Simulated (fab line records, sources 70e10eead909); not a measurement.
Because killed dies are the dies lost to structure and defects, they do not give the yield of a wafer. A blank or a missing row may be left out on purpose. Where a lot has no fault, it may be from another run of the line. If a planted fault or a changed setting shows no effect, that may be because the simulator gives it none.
Matching of chambers + flow nandHarc + NHARC_A_STAIRCASE_CMP_450 on cmp-03 has 4 sister chambers
The step polishes SiO2, target thk 200 nm. 8 wafers are shown with their chamber, then 9 later ones without.

EACH WAFER AND ITS CHAMBER
| wafer  | chamber | motorCurrentA (A) |
|--------|---------|-------------------|
| L077.6 | 1       | 13.9              |
| L079.6 | 3       | 12.8              |
| L083.1 | 0       | 9.9               |
| L083.3 | 2       | 13.6              |
| L083.5 | 2       | 12.7              |
| L088.1 | 0       | 10.1              |
| L088.3 | 3       | 12.8              |
| L088.4 | 1       | 13.9              |

WAFERS WITH NO CHAMBER GIVEN
| wafer  | motorCurrentA (A) |
|--------|-------------------|
| L094.1 | 10.0              |
| L094.2 | 12.9              |
| L094.3 | 13.7              |
| L094.4 | 12.7              |
| L094.5 | 12.4              |
| L094.6 | 13.8              |
| L093.2 | 13.8              |
| L093.4 | 13.7              |
| L093.6 | 12.1              |

WHICH CHAMBER EACH ONE RAN IN
| wafer  | from the rows above     | in truth |
|--------|-------------------------|----------|
| L094.1 | 0                       | 0        |
| L094.2 | can't be placed: 3 or 2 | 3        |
| L094.3 | can't be placed: 1 or 2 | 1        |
| L094.4 | can't be placed: 3 or 2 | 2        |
| L094.5 | can't be placed: 3 or 2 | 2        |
| L094.6 | can't be placed: 1 or 2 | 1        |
| L093.2 | can't be placed: 1 or 2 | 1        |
| L093.4 | can't be placed: 1 or 2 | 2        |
| L093.6 | can't be placed: 3 or 2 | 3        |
Correct placement for 1 of the 9. These rows do not allow placing 8 (true chamber among the candidates in 8). Number placed wrongly: 0.
How it was worked out, from the rows above alone: a wafer's distance from a chamber is the root of the sum, over the readings, of the square of ((its reading less the chamber's mean) divided by the reading's scatter). If the next closest chamber is less than 2 further off than the closest, the wafer can't be placed; otherwise it belongs to the closest. Each chamber's mean is taken over the wafers shown for it. The scatter is the square root of a quotient: the sum, over the shown wafers, of each reading's squared deviation from its chamber's mean, divided by wafers minus chambers.
